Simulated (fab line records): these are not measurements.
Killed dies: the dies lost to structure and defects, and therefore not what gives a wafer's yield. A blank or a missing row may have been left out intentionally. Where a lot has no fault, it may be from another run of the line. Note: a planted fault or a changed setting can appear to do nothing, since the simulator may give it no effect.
Chamber matching + flow nand_harc + NHARC_P_M2_DEP_33 on pecvd-01: 3 sister chambers
The step deposits SiCN, target thk 30 nm. 6 wafers are shown with their chamber, then 7 later ones without.

WAFERS PAIRED WITH THEIR CHAMBERS
| wafer  | chamber | showerhead_vpp_V (V) | heater_power_w (W) |
|--------|---------|----------------------|--------------------|
| L081.5 | 0       | 1239                 | 548                |
| L084.2 | 1       | 1316                 | 558                |
| L084.4 | 1       | 1315                 | 565                |
| L084.6 | 2       | 1338                 | 515                |
| L085.2 | 0       | 1243                 | 536                |
| L085.5 | 2       | 1361                 | 594                |

WAFERS WITH NO CHAMBER GIVEN
| wafer  | showerhead_vpp_V (V) | heater_power_w (W) |
|--------|----------------------|--------------------|
| L085.6 | 1335                 | 525                |
| L086.1 | 1311                 | 573                |
| L086.2 | 1249                 | 489                |
| L086.4 | 1303                 | 576                |
| L096.2 | 1244                 | 545                |
| L096.5 | 1334                 | 631                |
| L096.6 | 1353                 | 625                |

WHICH CHAMBER EACH WENT THROUGH
| wafer  | from the rows above     | in truth                   |
|--------|-------------------------|----------------------------|
| L085.6 | can't be placed: 2 or 1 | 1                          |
| L086.1 | 1                       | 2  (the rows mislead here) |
| L086.2 | 0                       | 0                          |
| L086.4 | 1                       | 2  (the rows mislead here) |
| L096.2 | 0                       | 0                          |
| L096.5 | can't be placed: 2 or 1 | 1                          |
| L096.6 | 2                       | 2                          |
Placed correctly: 3 of 7. From these rows, 2 cannot be placed; in 2 the true chamber is one of the candidates. Number placed wrongly: 2.
How it was worked out, from the rows above alone: a wafer's distance from a chamber is the root of the sum, over the readings, of the square of ((its reading less the chamber's mean) divided by the reading's scatter). The wafer belongs to the nearest chamber; if the next one is less than 2 further off, it can't be placed. For every chamber, the mean is computed from those of its wafers that are shown. The scatter: take each reading less its chamber's mean, square it, sum over the shown wafers, divide by the number of wafers less the number of chambers, and take the root.
